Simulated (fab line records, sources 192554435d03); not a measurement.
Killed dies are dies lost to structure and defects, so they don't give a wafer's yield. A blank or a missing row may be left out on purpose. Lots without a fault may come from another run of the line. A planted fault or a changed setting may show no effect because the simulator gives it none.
Which tool did it? | flow n5_finfet | 24 lots, 72 wafers sampled, at 6 steps of a route of 1938

WHAT THE GAUGES READ, wafer by wafer
N5_BEOL_M10_CD_MEAS_28: target cd 70 nm. Usual: cd_nm 70.0 nm, standard deviation 1.1.
lot  | measured     | on        | cd_nm (nm)     | flag
L075 | day 12 19:26 | cd_sem-02 | 70.1 68.1 70.0 |
L074 | day 13 00:12 | cd_sem-01 | 69.5 71.9 70.6 |
L076 | day 13 10:25 | cd_sem-02 | 68.5 68.7 70.9 |
L077 | day 13 17:07 | cd_sem-01 | 70.1 68.9 70.2 |
L080 | day 14 01:49 | cd_sem-01 | 70.8 69.0 69.7 |
L081 | day 14 09:52 | cd_sem-03 | 69.0 67.7 68.7 |
L079 | day 14 16:19 | cd_sem-02 | 71.1 70.3 70.2 |
L082 | day 14 19:22 | cd_sem-03 | 68.5 70.6 70.3 |
L083 | day 14 22:35 | cd_sem-02 | 71.2 71.6 71.4 |
L078 | day 14 22:45 | cd_sem-01 | 71.4 69.4 67.7 |
L085 | day 15 13:32 | cd_sem-02 | 70.4 70.1 69.9 |
L086 | day 15 16:05 | cd_sem-02 | 69.4 69.0 69.3 |
L084 | day 16 02:42 | cd_sem-02 | 70.3 69.5 71.9 |
L088 | day 16 08:07 | cd_sem-02 | 72.1 71.1 71.2 |
L089 | day 16 08:22 | cd_sem-01 | 69.4 68.6 68.9 |
L087 | day 16 17:58 | cd_sem-03 | 70.4 70.2 72.1 |
L091 | day 16 18:08 | cd_sem-02 | 70.9 72.7 71.6 |
L090 | day 17 14:14 | cd_sem-03 | 71.6 71.4 71.3 |
L093 | day 17 20:19 | cd_sem-03 | 69.7 71.6 70.6 |
L094 | day 17 23:13 | cd_sem-03 | 69.9 71.2 71.4 |
L092 | day 18 04:41 | cd_sem-01 | 68.8 68.6 70.6 |
L097 | day 18 17:50 | cd_sem-02 | 70.4 70.2 70.1 |
L096 | day 18 18:32 | cd_sem-02 | 68.4 68.8 68.8 |
L095 | day 20 01:04 | cd_sem-03 | 70.6 69.3 69.9 |

N5_BEOL_M10_INSPECT_58: inspects for defects (darkfield). Usual: raw_defect_count 73, standard deviation 27.
lot  | measured     | on                | raw_defect_count | flag
L075 | day 13 00:34 | defect_inspect-02 | 78 81 77         |
L074 | day 13 05:03 | defect_inspect-02 | 43 64 50         |
L076 | day 13 14:25 | defect_inspect-01 | 53 61 60         |
L077 | day 13 20:19 | defect_inspect-01 | 84 77 52         |
L080 | day 14 06:34 | defect_inspect-01 | 66 66 67         |
L081 | day 14 13:07 | defect_inspect-02 | 176 135 81       |
L079 | day 14 19:56 | defect_inspect-01 | 43 66 66         |
L082 | day 15 00:37 | defect_inspect-01 | 65 52 93         |
L083 | day 15 01:56 | defect_inspect-02 | 64 127 38        |
L078 | day 15 05:09 | defect_inspect-01 | 97 93 97         |
L085 | day 15 17:37 | defect_inspect-01 | 49 61 59         |
L086 | day 15 19:28 | defect_inspect-02 | 168 100 121      |
L084 | day 16 06:31 | defect_inspect-01 | 63 32 86         |
L088 | day 16 11:40 | defect_inspect-02 | 88 74 84         |
L089 | day 16 12:22 | defect_inspect-02 | 105 145 107      |
L087 | day 16 21:46 | defect_inspect-02 | 48 56 68         |
L091 | day 16 22:04 | defect_inspect-01 | 58 104 52        |
L090 | day 17 19:53 | defect_inspect-02 | 40 78 35         |
L093 | day 18 00:50 | defect_inspect-02 | 52 99 53         |
L094 | day 18 03:37 | defect_inspect-01 | 42 48 34         |
L092 | day 18 08:26 | defect_inspect-01 | 53 73 87         |
L097 | day 18 20:34 | defect_inspect-02 | 100 48 52        |
L096 | day 18 21:38 | defect_inspect-02 | 68 50 66         |
L095 | day 20 05:23 | defect_inspect-01 | 86 67 119        |

N5_BEOL_M11_THK_MEAS_01. Usual: M11_ILD_THK 267 nm, standard deviation 3.6.
lot  | measured     | on            | M11_ILD_THK (nm) | flag
L075 | day 13 01:12 | film_metro-01 | 273 269 275      |
L074 | day 13 05:40 | film_metro-02 | 261 272 271      |
L076 | day 13 15:02 | film_metro-02 | 261 267 267      |
L077 | day 13 21:26 | film_metro-02 | 263 260 269      |
L080 | day 14 07:13 | film_metro-02 | 265 266 271      |
L081 | day 14 13:45 | film_metro-01 | 267 270 270      |
L079 | day 14 20:33 | film_metro-01 | 269 266 269      |
L082 | day 15 01:15 | film_metro-02 | 265 266 271      |
L083 | day 15 02:34 | film_metro-01 | 267 265 271      |
L078 | day 15 05:46 | film_metro-02 | 264 262 268      |
L085 | day 15 18:14 | film_metro-01 | 261 261 260      |
L086 | day 15 20:07 | film_metro-01 | 266 265 271      |
L084 | day 16 07:08 | film_metro-02 | 267 272 267      |
L088 | day 16 12:20 | film_metro-01 | 269 273 269      |
L089 | day 16 13:02 | film_metro-02 | 269 267 265      |
L087 | day 16 22:23 | film_metro-01 | 265 261 268      |
L091 | day 16 22:52 | film_metro-01 | 262 262 267      |
L090 | day 17 20:31 | film_metro-02 | 262 267 266      |
L093 | day 18 01:30 | film_metro-02 | 270 269 273      |
L094 | day 18 04:25 | film_metro-01 | 265 269 270      |
L092 | day 18 09:25 | film_metro-01 | 264 269 272      |
L097 | day 18 21:11 | film_metro-01 | 263 262 268      |
L096 | day 18 22:15 | film_metro-02 | 264 263 270      |
L095 | day 20 06:01 | film_metro-02 | 264 264 271      |

N5_BEOL_M12_CD_MEAS_17: target cd 140 nm. Usual: cd_nm 142.1 nm, standard deviation 2.5.
lot  | measured     | on        | cd_nm (nm)        | flag
L075 | day 13 07:04 | cd_sem-02 | 141.5 141.7 143.1 |
L074 | day 13 15:40 | cd_sem-03 | 138.4 142.4 138.3 |
L076 | day 13 23:00 | cd_sem-03 | 145.7 145.0 147.7 |
L077 | day 14 05:38 | cd_sem-03 | 143.7 145.0 142.8 |
L080 | day 14 17:58 | cd_sem-03 | 141.2 141.2 141.0 |
L081 | day 14 21:01 | cd_sem-01 | 142.9 142.2 142.9 |
L079 | day 15 07:38 | cd_sem-03 | 138.5 140.9 142.8 |
L082 | day 15 11:48 | cd_sem-02 | 139.7 138.9 141.0 |
L083 | day 15 10:08 | cd_sem-03 | 142.1 141.3 141.6 |
L078 | day 15 13:49 | cd_sem-01 | 144.7 142.8 146.7 |
L085 | day 16 00:22 | cd_sem-01 | 135.4 141.0 141.3 |
L086 | day 16 07:31 | cd_sem-01 | 142.1 141.3 139.8 |
L084 | day 16 16:45 | cd_sem-01 | 145.6 142.3 145.9 |
L088 | day 16 23:39 | cd_sem-01 | 140.3 143.8 140.6 |
L089 | day 16 22:54 | cd_sem-03 | 143.9 141.4 140.8 |
L087 | day 17 08:50 | cd_sem-01 | 146.1 141.4 143.8 |
L091 | day 17 10:14 | cd_sem-01 | 140.6 140.6 140.6 |
L090 | day 18 04:15 | cd_sem-03 | 142.6 148.2 144.5 |
L093 | day 18 11:04 | cd_sem-01 | 142.8 146.0 145.6 |
L094 | day 18 15:55 | cd_sem-01 | 142.1 141.1 140.0 |
L092 | day 18 19:52 | cd_sem-02 | 141.6 143.2 138.8 |
L097 | day 19 05:34 | cd_sem-02 | 140.7 141.0 140.4 |
L096 | day 19 06:50 | cd_sem-01 | 141.8 147.3 142.7 |
L095 | day 20 15:35 | cd_sem-01 | 143.3 137.8 142.2 |

N5_BEOL_M12_CD_MEAS_28: target cd 160.2 nm. Usual: cd_nm 160.8 nm, standard deviation 2.
lot  | measured     | on        | cd_nm (nm)        | flag
L075 | day 13 07:31 | cd_sem-02 | 161.0 160.1 161.5 |
L074 | day 13 16:07 | cd_sem-03 | 160.9 159.8 161.8 |
L076 | day 13 23:20 | cd_sem-03 | 160.9 159.1 160.7 |
L077 | day 14 06:05 | cd_sem-02 | 155.7 161.5 159.6 |
L080 | day 14 18:25 | cd_sem-02 | 159.0 159.1 160.1 |
L081 | day 14 21:20 | cd_sem-01 | 160.8 158.0 159.9 |
L079 | day 15 08:05 | cd_sem-03 | 163.8 163.2 163.5 |
L082 | day 15 12:15 | cd_sem-03 | 160.5 161.7 162.8 |
L083 | day 15 10:35 | cd_sem-01 | 160.8 161.2 164.0 |
L078 | day 15 14:09 | cd_sem-02 | 161.8 161.0 159.2 |
L085 | day 16 00:49 | cd_sem-03 | 160.6 162.4 162.2 |
L086 | day 16 07:50 | cd_sem-01 | 162.0 161.6 160.4 |
L084 | day 16 17:04 | cd_sem-01 | 158.4 158.7 160.6 |
L088 | day 17 00:06 | cd_sem-02 | 161.8 162.7 161.4 |
L089 | day 16 23:13 | cd_sem-03 | 158.6 158.7 159.4 |
L087 | day 17 09:18 | cd_sem-01 | 162.4 166.2 165.0 |
L091 | day 17 10:41 | cd_sem-01 | 162.8 164.1 162.2 |
L090 | day 18 04:43 | cd_sem-02 | 158.2 159.1 157.7 |
L093 | day 18 11:32 | cd_sem-03 | 161.5 160.1 162.5 |
L094 | day 18 16:14 | cd_sem-01 | 163.3 160.6 160.6 |
L092 | day 18 20:19 | cd_sem-02 | 161.2 159.0 162.4 |
L097 | day 19 06:01 | cd_sem-03 | 162.9 161.6 160.6 |
L096 | day 19 07:17 | cd_sem-02 | 156.5 156.8 156.6 |
L095 | day 20 16:02 | cd_sem-02 | 159.4 159.4 160.7 |

WHICH TOOL RAN EACH LOT (tool, then ch and the chambers of the sampled wafers, then the start)
lot  | N5_BEOL_M11_ETCH_66
L075 | rie_diel-06 ch 0,3, day 13 03:22
L074 | rie_diel-06 ch 1,3, day 13 10:35
L076 | rie_diel-06 ch 1,3, day 13 17:39
L077 | rie_diel-03 ch 1,2, day 14 01:51
L080 | rie_diel-02 ch 1,3, day 14 13:33
L081 | rie_diel-06 ch 0,2,3, day 14 16:32
L079 | rie_diel-02 ch 0,1,3, day 15 00:55
L082 | rie_diel-06 ch 2,3, day 15 05:35
L083 | rie_diel-03 ch 0,2,3, day 15 05:30
L078 | rie_diel-03 ch 0,2,3, day 15 09:40
L085 | rie_diel-03 ch 1,2,3, day 15 20:30
L086 | rie_diel-03 ch 0,2, day 16 03:04
L084 | rie_diel-06 ch 0,2, day 16 10:27
L088 | rie_diel-06 ch 0,2,3, day 16 18:46
L089 | rie_diel-06 ch 0,1, day 16 18:17
L087 | rie_diel-06 ch 0,2, day 17 03:18
L091 | rie_diel-03 ch 0,1,2, day 17 06:05
L090 | rie_diel-02 ch 0,2, day 17 23:23
L093 | rie_diel-02 ch 0,1,3, day 18 06:38
L094 | rie_diel-02 ch 0,1,3, day 18 10:41
L092 | rie_diel-03 ch 0,2,3, day 18 14:27
L097 | rie_diel-02 ch 0,2,3, day 19 00:10
L096 | rie_diel-06 ch 0,1,3, day 19 00:56
L095 | rie_diel-03 ch 0,1,2, day 20 10:07
- N5_BEOL_M11_ETCH_66: etches SOC in N2/H2, target depth 120 nm, overetch 24 nm, time 180 s.

WHAT THE TOOLS THEMSELVES READ (means of the sampled wafers that have a number; where no wafer has one, the mark that the record gives instead)
N5_BEOL_M11_ETCH_66. Usual: drypump_motor_current_A 5.7 A, standard deviation 0.38; oes_product_au 0.66 a.u., standard deviation 0.064; rf_vpp_V 524.1 V, standard deviation 2.7; showerhead_plenum_p_Torr 2.55 Torr, standard deviation 0.097; throttle_valve_pct 17.68 %, standard deviation 0.24.
lot  | tool        | drypump_motor_current_A (A) | oes_product_au (a.u.) | rf_vpp_V (V) | showerhead_plenum_p_Torr (Torr) | throttle_valve_pct (%) | flag
L075 | rie_diel-06 | 6.0                         | 0.64                  | 522.9        | 2.50                            | 17.43                  |
L074 | rie_diel-06 | 5.5                         | 0.77                  | 524.3        | 2.54                            | 17.38                  |
L076 | rie_diel-06 | 5.4                         | 0.72                  | 523.0        | 2.50                            | 17.45                  |
L077 | rie_diel-03 | 6.1                         | 0.71                  | 526.2        | 2.66                            | 17.86                  |
L080 | rie_diel-02 | 5.6                         | 0.59                  | 523.0        | 2.51                            | 17.81                  |
L081 | rie_diel-06 | 5.6                         | 0.65                  | 523.5        | 2.52                            | 17.49                  |
L079 | rie_diel-02 | 5.7                         | 0.64                  | 523.0        | 2.53                            | 17.88                  |
L082 | rie_diel-06 | 5.3                         | 0.66                  | 524.2        | 2.54                            | 17.52                  |
L083 | rie_diel-03 | 5.9                         | 0.65                  | 524.9        | 2.64                            | 17.74                  |
L078 | rie_diel-03 | 5.9                         | 0.65                  | 526.8        | 2.64                            | 17.75                  |
L085 | rie_diel-03 | 5.8                         | 0.70                  | 526.9        | 2.65                            | 17.90                  |
L086 | rie_diel-03 | 6.2                         | 0.62                  | 524.8        | 2.59                            | 17.61                  |
L084 | rie_diel-06 | 5.5                         | 0.64                  | 524.4        | 2.56                            | 17.49                  |
L088 | rie_diel-06 | 5.6                         | 0.64                  | 523.7        | 2.51                            | 17.50                  |
L089 | rie_diel-06 | 6.0                         | 0.65                  | 524.2        | 2.53                            | 17.41                  |
L087 | rie_diel-06 | 5.6                         | 0.63                  | 525.0        | 2.56                            | 17.50                  |
L091 | rie_diel-03 | 6.0                         | 0.66                  | 525.2        | 2.60                            | 17.77                  |
L090 | rie_diel-02 | 5.8                         | 0.67                  | 521.5        | 2.44                            | 17.96                  |
L093 | rie_diel-02 | 5.7                         | 0.62                  | 523.2        | 2.52                            | 17.93                  |
L094 | rie_diel-02 | 5.7                         | 0.62                  | 522.0        | 2.52                            | 17.94                  |
L092 | rie_diel-03 | 5.9                         | 0.63                  | 526.1        | 2.63                            | 17.79                  |
L097 | rie_diel-02 | 5.8                         | 0.61                  | 521.4        | 2.46                            | 17.94                  |
L096 | rie_diel-06 | 5.7                         | 0.65                  | 523.0        | 2.51                            | 17.47                  |
L095 | rie_diel-03 | 6.1                         | 0.64                  | 525.3        | 2.59                            | 17.82                  |

THE ANSWER, worked out from the rows above alone
Rule: a lot is off if the mean of its wafers that have a number lies more than 3 standard deviations from the usual mean. A lot without any number at a reading at which 4 lots or more have one is off too. The other lots that the step has rows for count as sound. The gauges are gone through in route order, then the tools' own readings, and for those a lot's mean is taken as printed above. The first step at which some lot is off is used, and at that step the reading that is off furthest; a lot without a number counts as furthest.
No lot is off at any reading shown: from this, nothing can be told.

WHAT THE SIMULATOR HAD PUT IN
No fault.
